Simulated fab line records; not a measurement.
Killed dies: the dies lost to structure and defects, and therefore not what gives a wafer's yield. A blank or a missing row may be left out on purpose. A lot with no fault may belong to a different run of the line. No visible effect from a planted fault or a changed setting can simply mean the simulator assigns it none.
fab line records	flow nand_harc
record lots=6	wafers=18	last_day=33
route steps=1302 shown A_M0@1162 A_M1@1169 END@1302
lots that met no fault: from a run of the same line without faults
start_h: hours from the record's first day to the start of the lot's first wafer shown	wait_h: hours elapsed since this lot's preceding step	" identical to the entry in the row above	L1.1+2: a row that stands for several wafers	- value missing, or start not given	* or withheld: withheld	< > ~ a bound
route shown NAME@n: names a module that has steps shown in the file, with the first one's number in the route	usual: the fault-free wafers' mean and standard deviation	same: alike in all rows	chamber/n: place in a boat	sites: each site's reading	_std_site: how widely they spread, as a standard deviation	_edge_site: inner sites' mean taken away from outer sites' mean	radius_mm: for every site, how far away it sits from the centre of the wafer	mask NAME#n: copy n	behind: the tool/chamber that last shaped the wafer	hold: reason for holding the lot/hours on hold/outcome of the hold	device: the n, p or np transistor that did not switch	end of line: tests run on the same wafers once the route is complete	step lacking rows: just its recipe	killed: dies lost to structure and defects at the first sort, not the wafer's yield	map: dies across one wafer; x = killed, . = not, _ = none there
set.NAME: the setting as run; set.NAME@STEP: as run at that earlier step	model.NAME: the simulator's own value behind a step, which no gauge read
certain route steps with their lots: each step a table, each wafer a row
services: a tool's chamber out of use, with start hour (start_h, from the record's first day; less than 0 if before it), hours out, and reason
## steps
# step NHARC_A_M0_CMP_23
# recipe t_overpolish_s=20	target_thk_nm=113.75
# usual motor_current_A=12.3/1.1	time_to_endpoint_s=28.7/2.3
lot.wafer	tool	chamber	start_h	wait_h	motor_current_A	time_to_endpoint_s
L788.4	cmp-03	3	540.48	-	10.7	30.6
L788.3	"	2	"	"	12.1	28.3
L788.6	"	3	"	"	10.9	29.3
L794.1	cmp-03	1	600.99	-	11.5	29.7
L794.3	"	3	"	"	11.5	30.6
L794.5	"	1	"	"	12.6	27.3
L798.4	cmp-04	2	631.46	-	13.4	27.9
L798.3	"	3	"	"	12.1	31.5
L798.1	"	0	"	"	10.6	27.3
L799.2	cmp-03	0	631.96	-	13.3	30.9
L799.4	"	1	"	"	11.8	31.1
L799.5	"	0	"	"	12.8	31.3
L809.3	cmp-04	2	730.17	-	14.5	25.9
L809.4	"	1	"	"	11.7	25.2
L809.6	"	3	"	"	11.5	29.0
L811.2	cmp-03	1	745.30	-	12.2	26.7
L811.4	"	3	"	"	11.1	30.2
L811.5	"	2	"	"	11.6	28.7
# step NHARC_A_M0_THK_MEAS_24
# recipe thk_meas_gauge=xrf
# usual thk_nm=113.8/1.5
lot.wafer	tool	chamber	start_h	wait_h	thk_nm
L788.3	film_metro-02	-	540.80	-	112.9
L788.4	"	-	"	"	113.8
L788.6	"	-	"	"	113.4
L794.1	film_metro-02	-	601.30	-	112.7
L794.3	"	-	"	"	115.1
L794.5	"	-	"	"	111.7
L798.1	film_metro-02	-	631.75	-	116.1
L798.3	"	-	"	"	117.5
L798.4	"	-	"	"	114.7
L799.2	film_metro-01	-	632.28	-	114.9
L799.4	"	-	"	"	113.6
L799.5	"	-	"	"	114.0
L809.3	film_metro-02	-	730.48	-	111.3
L809.4	"	-	"	"	113.3
L809.6	"	-	"	"	115.0
L811.2	film_metro-02	-	745.61	-	115.9
L811.4	"	-	"	"	115.7
L811.5	"	-	"	"	114.6
# step NHARC_A_M0_SRD_25
# step NHARC_A_M0_INSPECT_27
# usual raw_defect_count=532/170
lot.wafer	tool	chamber	start_h	wait_h	raw_defect_count
L788.3	defect_inspect-02	-	540.95	0.0	577
L788.4	"	-	"	"	540
L788.6	"	-	"	"	432
L794.1	defect_inspect-02	-	601.46	0.0	399
L794.3	"	-	"	"	320
L794.5	"	-	"	"	299
L798.1	defect_inspect-01	-	631.93	0.0	423
L798.3	"	-	"	"	414
L798.4	"	-	"	"	339
L799.2	defect_inspect-02	-	632.44	0.0	582
L799.4	"	-	"	"	425
L799.5	"	-	"	"	833
L809.3	defect_inspect-01	-	730.64	0.0	556
L809.4	"	-	"	"	526
L809.6	"	-	"	"	623
L811.2	defect_inspect-01	-	745.77	0.0	399
L811.4	"	-	"	"	425
L811.5	"	-	"	"	405
# step NHARC_A_M0_PRE_CLEAN_31
# recipe time_s=12	temp_c=370	rf_power_w=300	gas=NH3
# usual heater_power_w=673/78
lot.wafer	tool	chamber	start_h	wait_h	heater_power_w
L788.4	pecvd-04	2	541.06	0.1	808
L788.3	"	0	"	"	714
L788.6	"	0	"	"	710
L794.1	pecvd-04	1	601.53	0.1	597
L794.3	"	0	"	"	750
L794.5	"	2	"	"	794
L798.3	pecvd-01	2	632.00	0.1	635
L798.1	"	1	"	"	585
L798.4	"	1	"	"	564
L799.2	pecvd-02	1	633.22	0.8	770
L799.5	"	0	"	"	632
L799.4	"	1	"	"	754
L809.3	pecvd-02	1	730.72	0.1	844
L809.6	"	1	"	"	821
L809.4	"	2	"	"	612
L811.2	pecvd-02	0	745.85	0.1	628
L811.4	"	2	"	"	637
L811.5	"	0	"	"	644
# step NHARC_A_M0_DEP_32
# recipe target_thk_a=300	temp_c=370	target_thk_nm=30	pressure_torr=3	flow_sccm=200	rf_w=450	material=SiCN
# usual chamber_pressure_Torr=3.000/0.0073	heater_power_w=625/85	showerhead_vpp_V=1285/47
lot.wafer	tool	chamber	start_h	wait_h	chamber_pressure_Torr	heater_power_w	showerhead_vpp_V
L788.4	pecvd-04	2	541.27	0.2	2.999	695	1269
L788.3	"	0	"	"	2.996	749	1302
L788.6	"	0	"	"	3.009	729	1295
L794.1	pecvd-04	1	601.61	0.1	2.997	544	1316
L794.3	"	0	"	"	3.004	679	1288
L794.5	"	2	"	"	3.013	636	1272
L798.3	pecvd-01	2	632.08	0.1	3.010	617	1337
L798.1	"	1	"	"	3.007	515	1352
L798.4	"	1	"	"	2.998	510	1344
L799.2	pecvd-02	1	633.36	0.1	3.003	797	1340
L799.5	"	0	"	"	2.986	589	1260
L799.4	"	1	"	"	2.992	772	1307
L809.3	pecvd-02	1	730.83	0.1	3.009	690	1306
L809.6	"	1	"	"	3.006	680	1341
L809.4	"	2	"	"	3.010	585	1202
L811.2	pecvd-02	0	745.96	0.1	3.008	555	1243
L811.4	"	2	"	"	3.005	547	1212
L811.5	"	0	"	"	3.006	574	1249
# step NHARC_A_M1_DEP_00
# recipe target_thk_a=1825	target_thk_nm=182.5	temp_c=withheld	pressure_torr=5	flow_sccm=200	rf_w=600	material=SiOC
# step NHARC_A_M1_DEHYDRATE_01
# recipe temp_c=150	time_s=120
# step NHARC_A_M1_HMDS_02
# recipe time_s=30
# step NHARC_A_M1_COAT_34
# recipe temp_c=200	time_s=65
# step NHARC_A_M1_COAT_03
# recipe spin_rpm=1500	resist_thk_nm=90
# step NHARC_A_M1_SOFTBAKE_04
# recipe temp_c=105	time_s=55
# usual heater_power_total_W=188.43/0.12
lot.wafer	tool	chamber	start_h	wait_h	heater_power_total_W
L788.3	litho_track-06	0	542	-	188.29
L788.4	"	0	"	"	188.49
L788.6	"	0	"	"	188.51
L794.1	litho_track-06	0	602	-	188.27
L794.3	"	0	"	"	188.67
L794.5	"	0	"	"	188.74
L798.1	litho_track-06	0	632	-	193.70
L798.3	"	0	"	"	193.48
L798.4	"	0	"	"	193.74
L799.2	litho_track-06	0	634	-	193.60
L799.4	"	0	"	"	193.89
L799.5	"	0	"	"	193.66
L809.3	litho_track-01	0	731	-	188.34
L809.4	"	0	"	"	188.22
L809.6	"	0	"	"	188.50
L811.2	litho_track-01	0	746	-	188.40
L811.4	"	0	"	"	188.66
L811.5	"	0	"	"	188.31
# step NHARC_A_M1_EBR_05
# step NHARC_END_SORT_01
# recipe temp_c=25
# usual defect_limited_yield=91.6/2.8	killed_at_array=53/19	killed_at_other=0.8/1.2	killed_at_periphery=3.7/2.3	killed_dies=57/19	killed_open=3.2/1.7	killed_short=2.6/1.8	sort_bin_2_pct=3.0/1.2	sort_bin_3_pct=0.7/0.4	sort_bin_4_pct=4.8/1.5	sort_n_pass=620/19	sort_rim_yield_pct=90/4.8	sort_yield_pct=91.6/2.8
# same gross_dies=677	sort_bin_5_pct[%]=0	sort_bin_6_pct[%]=0	sort_bin_7_pct[%]=0	sort_bin_8_pct[%]=0	sort_rim_n_gross=106.00
lot.wafer	tool	chamber	start_h	wait_h	defect_limited_yield[%]	killed_at_array	killed_at_other	killed_at_periphery	killed_dies	killed_open	killed_short	sort_bin_2_pct[%]	sort_bin_3_pct[%]	sort_bin_4_pct[%]	sort_n_pass	sort_rim_yield_pct[%]	sort_yield_pct[%]
L788.3	prober-01	0	581.26	3.1	92.6	48	0	2	50	3	2	2.5	0.3	4.6	627	83	92.6
L788.4	prober-01	0	582.07	3.4	88.2	77	0	3	80	3	4	4.0	0.7	7.1	597	93	88.2
L788.6	prober-01	0	583.68	4.0	90.8	60	0	2	62	1	10	4.3	0.6	4.3	615	87	90.8
L794.1	prober-02	0	640.79	2.5	95.1	27	1	5	33	1	3	1.6	0.3	3.0	644	97	95.1
L794.3	prober-02	0	642.40	3.1	95.1	28	2	3	33	4	2	1.2	0	3.7	644	97	95.1
L794.5	prober-02	0	644.01	3.7	94.5	31	0	6	37	0	0	1.9	0.7	2.8	640	95	94.5
L798.1	prober-02	0	670.02	2.5	85.7	93	0	4	97	3	2	5.6	1.0	7.7	580	84	85.7
L798.3	prober-02	0	671.63	3.1	90.4	59	1	5	65	7	3	4.1	0.4	5.0	612	79	90.4
L798.4	prober-02	0	672.44	3.4	86.0	90	1	4	95	5	0	5.6	0.6	7.8	582	90	86.0
L799.2	prober-01	0	670.81	2.8	97.3	16	0	2	18	0	2	1.2	0.3	1.2	659	96	97.3
L799.4	prober-01	0	672.41	3.4	96.3	22	0	3	25	2	3	0.3	0.3	3.1	652	98	96.3
L799.5	prober-01	0	673.21	3.7	95.4	27	1	3	31	5	3	2.2	0	2.4	646	96	95.4
L809.3	prober-02	0	775.72	3.1	89.5	67	1	3	71	3	4	3.8	0.7	5.9	606	93	89.5
L809.4	prober-02	0	776.51	3.4	91.1	54	1	5	60	3	1	4.4	0.3	4.1	617	89	91.1
L809.6	prober-02	0	778.10	4.0	88.5	70	4	4	78	4	1	4.1	1.5	5.9	599	87	88.5
L811.2	prober-02	0	783.81	2.8	93.8	37	4	1	42	1	1	1.8	0.6	3.8	635	90	93.8
L811.4	prober-02	0	785.41	3.4	93.2	44	1	1	46	4	0	2.2	0.1	4.4	631	89	93.2
L811.5	prober-02	0	786.21	3.7	92.5	46	3	2	51	0	3	2.5	0.6	4.4	626	92	92.5
# killed by level:class
L788.3 A_SLIT:chamber_film_flake=22 A_CHANNEL_HOLE_D1:chamber_film_flake=15 A_CHANNEL_HOLE_D2:chamber_film_flake=5 A_M0:geometric_particle:open=2 P_M0:geometric_particle:short=1 P_M1:geometric_particle:open=1 A_WL_FILL:geometric_particle:short=1 A_WL_FILL:chamber_film_flake=1
L788.4 A_CHANNEL_HOLE_D1:chamber_film_flake=37 A_SLIT:chamber_film_flake=24 A_WL_FILL:chamber_film_flake=4 A_CHANNEL_HOLE_D2:chamber_film_flake=3 A_ONON_D1:geometric_particle:open=2 A_CONTACT:chamber_film_flake=2 P_CONTACT:geometric_particle:short=1 A_CHANNEL_FILL_D1:geometric_particle:short=1
L788.6 A_CHANNEL_HOLE_D1:chamber_film_flake=20 A_SLIT:chamber_film_flake=18 A_CHANNEL_HOLE_D2:chamber_film_flake=7 A_ONON_D2:geometric_particle:short=4 A_WL_FILL:chamber_film_flake=3 A_WL_FILL:geometric_particle:short=2 P_GATE:chamber_film_flake=2 A_ONON_D1:geometric_particle:short=1
L794.1 A_CHANNEL_HOLE_D2:chamber_film_flake=10 A_CONTACT:chamber_film_flake=7 P_STI:chamber_film_flake=3 P_ZERO_WELL:chamber_film_flake=2 A_SLIT:chamber_film_flake=2 A_BONDPAD:chamber_film_flake=2 A_CHANNEL_HOLE_D1:geometric_particle:short=1 A_DECK1_JOINT:geometric_particle:short=1
L794.3 A_CHANNEL_HOLE_D2:chamber_film_flake=11 A_CHANNEL_HOLE_D1:chamber_film_flake=4 A_BONDPAD:chamber_film_flake=3 THIN_TSV:chamber_film_flake=2 P_M0:geometric_particle:open=1 A_M1:geometric_particle:open=1 A_ONON_D1:geometric_particle:open=1 A_DECK1_JOINT:geometric_particle:open=1
L794.5 A_CHANNEL_HOLE_D2:chamber_film_flake=14 A_CONTACT:chamber_film_flake=8 P_STI:chamber_film_flake=4 A_BONDPAD:chamber_film_flake=3 P_ZERO_WELL:chamber_film_flake=2 A_CHANNEL_HOLE_D1:chamber_film_flake=2 A_CHANNEL_FILL_D1:chamber_film_flake=1 A_STAIRCASE:chamber_film_flake=1
L798.1 A_CHANNEL_HOLE_D1:chamber_film_flake=35 A_SLIT:chamber_film_flake=21 A_CHANNEL_HOLE_D2:chamber_film_flake=19 A_CONTACT:chamber_film_flake=14 P_CONTACT:geometric_particle:open=2 A_ONON_D1:geometric_particle:short=2 P_M2:geometric_particle:open=1 P_M1:chamber_film_flake=1
L799.2 A_CHANNEL_HOLE_D1:chamber_film_flake=4 A_STAIRCASE:chamber_film_flake=3 P_M1:chamber_film_flake=2 A_CHANNEL_FILL_D2:chamber_film_flake=2 A_ONON_D1:geometric_particle:short=1 A_WL_FILL:geometric_particle:short=1 A_ZERO_WELL:chamber_film_flake=1 A_CHANNEL_FILL_D1:chamber_film_flake=1
L798.3 A_SLIT:chamber_film_flake=17 A_CHANNEL_HOLE_D1:chamber_film_flake=14 A_CONTACT:chamber_film_flake=9 A_CHANNEL_HOLE_D2:chamber_film_flake=8 P_STI:chamber_film_flake=3 A_M1:geometric_particle:open=2 P_M2:geometric_particle:open=1 A_ONON_D1:geometric_particle:short=1
L799.4 A_CHANNEL_HOLE_D1:chamber_film_flake=9 A_CHANNEL_FILL_D2:chamber_film_flake=3 A_ONON_D2:geometric_particle:short=2 P_M1:chamber_film_flake=2 A_SLIT:chamber_film_flake=2 A_CONTACT:chamber_film_flake=2 P_M0:geometric_particle:open=1 A_WL_FILL:geometric_particle:short=1
L798.4 A_SLIT:chamber_film_flake=35 A_CHANNEL_HOLE_D1:chamber_film_flake=32 A_CHANNEL_HOLE_D2:chamber_film_flake=10 A_CONTACT:chamber_film_flake=9 P_M1:geometric_particle:open=1 A_ONON_D1:geometric_particle:open=1 A_CONTACT:geometric_particle:open=1 A_M1:geometric_particle:open=1
L799.5 A_CHANNEL_HOLE_D1:chamber_film_flake=11 A_CHANNEL_FILL_D2:chamber_film_flake=5 P_M1:chamber_film_flake=2 A_CHANNEL_FILL_D1:chamber_film_flake=2 P_CONTACT:geometric_particle:open=1 A_DECK1_JOINT:geometric_particle:open=1 A_ONON_D2:geometric_particle:open=1 A_CHANNEL_FILL_D2:geometric_particle:short=1
L809.3 A_SLIT:chamber_film_flake=28 A_CHANNEL_HOLE_D1:chamber_film_flake=15 A_CHANNEL_HOLE_D2:chamber_film_flake=11 P_GATE:chamber_film_flake=3 A_CONTACT:chamber_film_flake=3 A_ONON_D2:geometric_particle:short=2 A_CHANNEL_FILL_D1:chamber_film_flake=2 A_CHANNEL_HOLE_D1:geometric_particle:open=1
L809.4 A_CHANNEL_HOLE_D2:chamber_film_flake=19 A_SLIT:chamber_film_flake=18 A_CHANNEL_HOLE_D1:chamber_film_flake=6 A_CONTACT:chamber_film_flake=3 P_GATE:chamber_film_flake=2 P_M2:chamber_film_flake=2 A_STAIRCASE:chamber_film_flake=2 A_DECK1_JOINT:geometric_particle:open=1
L809.6 A_SLIT:chamber_film_flake=26 A_CHANNEL_HOLE_D2:chamber_film_flake=17 A_CHANNEL_HOLE_D1:chamber_film_flake=14 A_CONTACT:chamber_film_flake=4 THIN_TSV:chamber_film_flake=4 A_CHANNEL_FILL_D2:geometric_particle:open=2 P_STI:chamber_film_flake=2 A_ZERO_WELL:chamber_film_flake=2
L811.2 A_CHANNEL_HOLE_D2:chamber_film_flake=23 A_CONTACT:chamber_film_flake=7 THIN_TSV:chamber_film_flake=4 A_SLIT:chamber_film_flake=3 A_WL_FILL:chamber_film_flake=2 A_CHANNEL_FILL_D1:geometric_particle:short=1 A_CHANNEL_FILL_D1:geometric_particle:open=1 P_STI:chamber_film_flake=1
L811.4 A_CHANNEL_HOLE_D2:chamber_film_flake=28 A_SLIT:chamber_film_flake=5 A_STAIRCASE:chamber_film_flake=3 A_CHANNEL_FILL_D1:geometric_particle:open=2 A_CHANNEL_FILL_D1:chamber_film_flake=2 A_CONTACT:chamber_film_flake=2 P_CONTACT:geometric_particle:open=1 A_WL_FILL:geometric_particle:open=1
L811.5 A_CHANNEL_HOLE_D2:chamber_film_flake=30 A_CONTACT:chamber_film_flake=5 A_SLIT:chamber_film_flake=3 A_WL_FILL:chamber_film_flake=3 THIN_TSV:chamber_film_flake=3 P_M0:geometric_particle:short=1 A_ONON_D1:geometric_particle:short=1 A_CHANNEL_FILL_D2:geometric_particle:short=1
## services
tool	chamber	start_h	hours	kind
litho_track-06	-	529.00	7.0	pm
pecvd-01	-	553.19	1.6	repair
cmp-03	-	557.57	4.0	pm
cmp-03	-	567.55	0.5	repair
pecvd-01	2	570.42	13.7	repair
pecvd-01	-	574.51	2.9	repair
pecvd-02	-	589.18	13.0	pm
cmp-03	-	589.68	6.2	repair
cmp-04	-	601.04	4.0	pm
cmp-04	-	608.76	1.6	repair
cmp-03	-	612.66	0.2	repair
pecvd-01	-	621.71	1.0	repair
pecvd-04	-	631.56	13.0	pm
cmp-03	-	655.57	4.0	pm
pecvd-01	-	673.18	13.0	pm
litho_track-01	-	680.00	7.0	pm
cmp-03	-	681.67	0.6	repair
cmp-03	-	688.73	3.7	repair
pecvd-04	0	695.69	7.0	repair
cmp-04	-	699.04	4.0	pm
litho_track-06	-	704.00	7.0	pm
pecvd-04	1	708.08	9.5	repair
pecvd-01	-	712.62	0.6	repair
pecvd-02	-	732.99	0.5	repair
## key
first_sign step=NHARC_A_M1_SOFTBAKE_04	reading=heater_power_total_W	direction=up	sigmas=42	usual=*	struck=*
effect none on later readings
met_at NHARC_A_M1_SOFTBAKE_04
struck_wafers L798.1,L798.3,L798.4,L799.2,L799.4,L799.5
onset_between 602 632
fault kind=process_parameter_drift	tool=litho_track-06	chamber=-	onset_h=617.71	steps=NHARC_A_M1_SOFTBAKE_04	channel=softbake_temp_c	offset=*	shape=step	end_h=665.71	acts_in=*	stated=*
